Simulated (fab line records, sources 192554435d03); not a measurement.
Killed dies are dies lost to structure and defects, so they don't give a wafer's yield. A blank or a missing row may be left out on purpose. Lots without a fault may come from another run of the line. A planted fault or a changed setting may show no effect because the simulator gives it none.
Split-lot experiment | flow n5_finfet | 7 lots, 21 wafers read, on a route of 1938 steps

THE SPLIT
At N5_BEOL_M10_COAT_64 (time 60 s, resist thk 30 nm), the setting spin_rpm was moved away from the recipe's 1500 rpm on 6 of the 21 wafers read, by -4.4% to +9.1%. The other wafers ran this setting at the recipe's value.

FROM THE SPLIT TO THE READING: what the file shows between them, 4 steps
- N5_BEOL_M10_COAT_22: resist thk 90 nm
- N5_BEOL_M10_EBR_24
- N5_BEOL_M10_DESCUM_33: chemistry O2, time 7.9 s
- N5_BEOL_M10_ETCH_65: etches SiARC in CF4, target depth 39 nm, time 65 s

THE READING
SiARC_of_BEOL_M10_COAT_64.thk_nm (the simulator's own value, which no gauge read), in nm, at N5_BEOL_M10_ETCH_66 (etches SOC in N2/H2, target depth 120 nm, overetch 24 nm, time 180 s). The file gives no usual value for it. The 15 wafers here that ran the recipe average 22.7 nm, standard deviation 0.21 nm.

wafer  | tool, chamber at the split | spin_rpm as run, rpm | against the recipe | SiARC_of_BEOL_M10_COAT_64.thk_nm, nm | against lot-mates on the recipe
L078.4 | litho_track-05, 0          | 1500                 | recipe             | 23                                   | -
L078.5 | litho_track-05, 0          | 1500                 | recipe             | 22.6                                 | -
L078.6 | litho_track-05, 0          | 1500                 | recipe             | 22.8                                 | -
L081.1 | litho_track-02, 0          | 1500                 | recipe             | 22.6                                 | -
L081.3 | litho_track-02, 0          | 1434                 | -4.4%              | 23.2                                 | +0.6
L081.5 | litho_track-02, 0          | 1434                 | -4.4%              | 23.2                                 | +0.6
L080.1 | litho_track-05, 0          | 1500                 | recipe             | 23                                   | -
L080.2 | litho_track-05, 0          | 1500                 | recipe             | 22.8                                 | -
L080.6 | litho_track-05, 0          | 1616                 | +7.7%              | 21.6                                 | -1.3
L084.2 | litho_track-05, 0          | 1500                 | recipe             | 22.4                                 | -
L084.5 | litho_track-05, 0          | 1500                 | recipe             | 22.6                                 | -
L084.6 | litho_track-05, 0          | 1500                 | recipe             | 23                                   | -
L083.1 | litho_track-02, 0          | 1457                 | -2.9%              | 23                                   | +0.6
L083.2 | litho_track-02, 0          | 1457                 | -2.9%              | 23                                   | +0.6
L083.4 | litho_track-02, 0          | 1500                 | recipe             | 22.4                                 | -
L088.1 | litho_track-02, 0          | 1636                 | +9.1%              | 21.4                                 | -1.5
L088.3 | litho_track-02, 0          | 1500                 | recipe             | 23                                   | -
L088.4 | litho_track-02, 0          | 1500                 | recipe             | 22.8                                 | -
L091.1 | litho_track-05, 0          | 1500                 | recipe             | 22.4                                 | -
L091.4 | litho_track-05, 0          | 1500                 | recipe             | 22.8                                 | -
L091.6 | litho_track-05, 0          | 1500                 | recipe             | 22.8                                 | -

THE FIT
A straight line over all 21 wafers: SiARC_of_BEOL_M10_COAT_64.thk_nm changes by -0.134 nm for each +1% of spin_rpm; r = -0.91; the points scatter about the line by 0.2 nm.
The same after taking each lot's own level away (the mean of its wafers on the recipe; 21 wafers): -0.164 nm for each +1%; r = -0.96; scatter 0.16 nm.
On that fit, the largest move of spin_rpm shifts the reading by 1.5 nm.
The lots' own levels span 22.40 to 22.90 nm, that is 2.3 times the standard deviation above.
So the lot-to-lot level changes the slope: the two fits differ.
Check: with one of the wafers moved furthest among these (+9.1%) left out of the fit, the line predicts -1.48 nm for it against its lot-mates. It came out at -1.5 nm against them.

OTHER SPLITS ON THESE WAFERS
These wafers also went through other splits before the reading. Each is held against what the fit with the lots' levels taken away leaves over:
other split on the same wafers | wafers away from the commonest value | r with SiARC_of_BEOL_M10_COAT_64.thk_nm (lot level and that fit taken away)
N5_BEOL_M8_PEB_09 peb_time_s   | 8                                    | +0.24
N5_BEOL_M9_ILD_DEP_00 time_s   | 6                                    | -0.09
N5_BEOL_M10_COAT_63 spin_rpm   | 8                                    | +0.14

THE WHOLE CHAIN: every reading that the file lists as answering this split, in the file's order
step                | what it does                                                         | reading                                                                             | change (the file's fit)               | r (the file's)
N5_BEOL_M10_COAT_64 | time 60 s, resist thk 30 nm                                          | SiARC_of_BEOL_M10_COAT_64.thk_nm (the simulator's own value, which no gauge read)   | -0.147 nm for each +1% of the setting | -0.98
N5_BEOL_M10_ETCH_65 | etches SiARC in CF4, target depth 39 nm, time 65 s                   | CAR-ArF_of_BEOL_M10_COAT_22.thk_nm (the simulator's own value, which no gauge read) | +0.121 nm for each +1% of the setting | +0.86
N5_BEOL_M10_ETCH_65 | etches SiARC in CF4, target depth 39 nm, time 65 s                   | etch.depth_nm (the simulator's own value, which no gauge read)                      | -0.145 nm for each +1% of the setting | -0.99
N5_BEOL_M10_ETCH_66 | etches SOC in N2/H2, target depth 120 nm, overetch 24 nm, time 180 s | SiARC_of_BEOL_M10_COAT_64.thk_nm (the simulator's own value, which no gauge read)   | -0.165 nm for each +1% of the setting | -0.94

THE FILE'S OWN FIT
SiARC_of_BEOL_M10_COAT_64.thk_nm changes by -0.165 nm for each +1% of spin_rpm, r = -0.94.
